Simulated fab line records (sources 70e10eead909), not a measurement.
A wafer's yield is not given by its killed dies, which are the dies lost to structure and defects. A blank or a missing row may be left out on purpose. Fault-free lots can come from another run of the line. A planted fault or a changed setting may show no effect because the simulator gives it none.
Struck lot and sound lot, side by side || flow nand harc || 38 steps out of a route of 1159
Sound: these wafers, L936.4, L936.5, L936.6. Wafers L949.2, L949.4, L949.6 were the ones struck. The cause comes at the end.
Order at every step that has rows: each side's tool, ch and its chambers, its first start. Under that, the readings that differ: sound wafers || struck wafers || difference of the means || sigmas: that difference in standard deviations of wafers without a fault.
alike: readings whose means differ by less than 2 such deviations, and words and numbers that are the same on both sides. not compared: withheld readings, readings that some wafer has no value for, bounds like >300 that may hide the same value, and numbers for which the record gives no deviation and whose values overlap.
The two part at a step that has a row with sigmas, a row that says differs or no value, or rows on one side only. When numbers do not overlap yet have no deviation, they are printed without sigmas and do not part them. Lack of a reading on every wafer of one side parts them only where that side has two or more wafers.

first, 2 steps without rows for these wafers: NHARC_A_SOURCE_PLATE_CVD_03 (deposits poly-Si, target thk 200 nm, time 4000 s); NHARC_A_SOURCE_PLATE_ANNEAL_05 (time 1800 s).
NHARC_A_SOURCE_PLATE_THK_MEAS_06: measures by ellipsometry.
  sound on film metro-02 at day 7 22:13; struck on film metro-01 at day 10 17:25
  alike: thk nm
NHARC_A_SOURCE_PLATE_INSPECT_08:
  sound on defect inspect-02 at day 7 22:17; struck on defect inspect-02 at day 10 17:29
{"reading": "raw defect count", "sound": "128 70 142", "struck": "58 54 40", "difference": -63, "sigmas": -3}
after that, 1 step with no rows for these wafers: NHARC_A_ONON_D1_DEP_00 (target thk 1000 nm).
NHARC_A_ONON_D1_THK_MEAS_02: measures by ellipsometry.
  sound on film metro-02 at day 7 22:51; struck on film metro-02 at day 10 18:04
  alike: thk nm
after that, 1 step with no rows for these wafers: NHARC_A_ONON_D1_DEP_03 (target thk 1000 nm).
NHARC_A_ONON_D1_THK_MEAS_05: measures by ellipsometry.
  sound on film metro-02 at day 7 23:25; struck on film metro-02 at day 10 18:38
  alike: thk nm
after that, 1 step with no rows for these wafers: NHARC_A_ONON_D1_DEP_06 (target thk 1000 nm).
NHARC_A_ONON_D1_THK_MEAS_08: measures by ellipsometry.
  sound on film metro-01 at day 8 00:01; struck on film metro-02 at day 10 19:12
{"reading": "thk nm (nm)", "sound": "1011 1008 1009", "struck": "992 991 993", "difference": -17, "sigmas": -2}
NHARC_A_ONON_D1_DEP_09: target thk 1000 nm.
  sound on pecvd onon-01 ch 0, day 8 00:14; struck on pecvd onon-01 ch 0, day 10 19:19
{"reading": "n2o flow sccm (sccm)", "sound": "1999 1996 1993", "struck": "2008 2006 2009", "difference": "+12", "sigmas": "+2"}
  alike: n2 flow sccm, nh3 flow sccm
NHARC_A_ONON_D1_THK_MEAS_11: measures by ellipsometry.
  sound on film metro-01 at day 8 00:35; struck on film metro-01 at day 10 19:46
  alike: thk nm
after that, 1 step with no rows for these wafers: NHARC_A_ONON_D1_DEP_12 (target thk 1000 nm).
NHARC_A_ONON_D1_THK_MEAS_14: measures by ellipsometry.
  sound on film metro-01 at day 8 01:11; struck on film metro-02 at day 10 20:20
  alike: thk nm
then, 2 steps without rows for these wafers: NHARC_A_ONON_D1_ANNEAL_15 (time 3600 s); NHARC_A_ONON_D1_DEP_16 (target thk 1000 nm).
NHARC_A_ONON_D1_THK_MEAS_18: measures by ellipsometry.
  sound on film metro-02 at day 8 09:17; struck on film metro-02 at day 11 05:11
  alike: thk nm
after that, 1 step with no rows for these wafers: NHARC_A_ONON_D1_DEP_19 (target thk 1000 nm).
NHARC_A_ONON_D1_THK_MEAS_21: measures by ellipsometry.
  sound on film metro-01 at day 8 09:52; struck on film metro-01 at day 11 05:44
  alike: thk nm
after that, 1 step with no rows for these wafers: NHARC_A_ONON_D1_DEP_22 (target thk 1000 nm).
NHARC_A_ONON_D1_THK_MEAS_24: measures by ellipsometry.
  sound on film metro-01 at day 8 10:26; struck on film metro-02 at day 11 06:19
  alike: thk nm
after that, 1 step with no rows for these wafers: NHARC_A_ONON_D1_DEP_25 (target thk 1000 nm).
NHARC_A_ONON_D1_THK_MEAS_27: measures by ellipsometry.
  sound on film metro-02 at day 8 10:59; struck on film metro-01 at day 11 06:53
{"reading": "thk nm (nm)", "sound": "1003 1001 1003", "struck": "989 988 988", "difference": -14, "sigmas": -2}
after that, 1 step with no rows for these wafers: NHARC_A_ONON_D1_DEP_28 (target thk 1000 nm).
NHARC_A_ONON_D1_THK_MEAS_30: measures by ellipsometry.
  sound on film metro-01 at day 8 11:34; struck on film metro-02 at day 11 07:27
  alike: thk nm
NHARC_A_ONON_D1_DEP_33: deposits SiO2, target thk 200 nm.
  sound on pecvd-03 ch 0,1,2, day 8 11:45; struck on pecvd-03 ch 0, day 11 07:31
  alike: heater power w, throttle valve pct
  not compared: since wet clean h
NHARC_A_ONON_D1_THK_MEAS_34: measures by ellipsometry.
  sound on film metro-01 at day 8 12:02; struck on film metro-02 at day 11 08:04
  alike: thk nm
NHARC_A_CHANNEL_HOLE_D1_DEP_00: deposits aC, target thk 3100 nm.
  sound on acl dep-02 ch 0, day 8 15:16; struck on acl dep-02 ch 0, day 11 11:14
  alike: throttle valve pct
NHARC_A_CHANNEL_HOLE_D1_DEP_01: deposits SiON, target thk 140 nm.
  sound on pecvd-01 ch 0,1,2, day 8 16:19; struck on pecvd-04 ch 0,1, day 11 12:53
  alike: heater power w
  not compared: since wet clean h
then, 8 steps without rows for these wafers: NHARC_A_CHANNEL_HOLE_D1_DEHYDRATE_02 (time 120 s); NHARC_A_CHANNEL_HOLE_D1_HMDS_03 (time 30 s); NHARC_A_CHANNEL_HOLE_D1_COAT_36 (time 75 s); NHARC_A_CHANNEL_HOLE_D1_COAT_37 (time 65 s); NHARC_A_CHANNEL_HOLE_D1_COAT_04 (resist thk 90 nm); NHARC_A_CHANNEL_HOLE_D1_SOFTBAKE_05 (time 55 s); NHARC_A_CHANNEL_HOLE_D1_EBR_06; NHARC_A_CHANNEL_HOLE_D1_EXPOSE_07 (exposes mask HOLE D1, target cd 100 nm).
-- jump in the record: it breaks off in module A_CHANNEL_HOLE_D1 and resumes in module END (first step shown: number 1159 of the route), and 11 days separate the struck wafers' starts before and after --
NHARC_END_SORT_01:
  only the struck wafers appear in the record here, on prober-02 ch 0 at day 22 09:12; the sound ones have no rows

== WHERE THEY PART ==
At NHARC_A_SOURCE_PLATE_INSPECT_08 first; at NHARC_END_SORT_01 last (within this record only).

WHY: whatever the simulator had introduced
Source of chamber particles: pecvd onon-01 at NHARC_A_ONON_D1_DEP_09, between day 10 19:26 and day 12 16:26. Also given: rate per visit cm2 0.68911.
